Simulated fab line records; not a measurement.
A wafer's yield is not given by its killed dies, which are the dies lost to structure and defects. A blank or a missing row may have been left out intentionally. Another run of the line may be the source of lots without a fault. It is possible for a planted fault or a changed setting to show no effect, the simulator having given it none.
Matching of chambers + flow n5_finfet + N5_SDB_ETCH_17 on rie_diel-04 has 4 sister chambers
The step etches SiARC in CF4, target depth 23.4 nm, time 39 s. 8 wafers are shown with their chamber, then 7 later ones without.

WAFERS PAIRED WITH THEIR CHAMBERS
| wafer  | chamber | drypump_motor_current_A (A) | showerhead_plenum_p_Torr (Torr) |
|--------|---------|-----------------------------|---------------------------------|
| L923.6 | 3       | 6.2                         | 2.08                            |
| L924.4 | 0       | 6.2                         | 2.18                            |
| L924.6 | 1       | 5.4                         | 2.14                            |
| L926.1 | 2       | 5.5                         | 2.22                            |
| L926.2 | 1       | 5.4                         | 2.14                            |
| L926.5 | 2       | 5.5                         | 2.22                            |
| L933.2 | 0       | 6.2                         | 2.18                            |
| L933.4 | 3       | 6.1                         | 2.07                            |

WAFERS WITHOUT THEIR CHAMBER
| wafer  | drypump_motor_current_A (A) | showerhead_plenum_p_Torr (Torr) |
|--------|-----------------------------|---------------------------------|
| L933.6 | 6.2                         | 2.18                            |
| L935.3 | 6.1                         | 2.07                            |
| L935.5 | 6.2                         | 2.07                            |
| L935.6 | 6.2                         | 2.18                            |
| L936.1 | 6.2                         | 2.18                            |
| L936.2 | 6.2                         | 2.07                            |
| L936.6 | 6.2                         | 2.18                            |

WHICH CHAMBER EACH WENT THROUGH
| wafer  | from the rows above | in truth |
|--------|---------------------|----------|
| L933.6 | 0                   | 0        |
| L935.3 | 3                   | 3        |
| L935.5 | 3                   | 3        |
| L935.6 | 0                   | 0        |
| L936.1 | 0                   | 0        |
| L936.2 | 3                   | 3        |
| L936.6 | 0                   | 0        |
7 of 7 placed correctly. From these rows, 0 cannot be placed. 0 placed wrongly.
How it was worked out, from the rows above alone: a wafer's distance from a chamber is the root of the sum, over the readings, of the square of ((its reading less the chamber's mean) divided by the reading's scatter). If the next closest chamber is less than 2 further off than the closest, the wafer can't be placed; otherwise it belongs to the closest. Each chamber's mean is taken over the wafers shown for it. The scatter: the root of (the sum of the squares of (reading less its chamber's mean) over the shown wafers, divided by (wafers less chambers)).
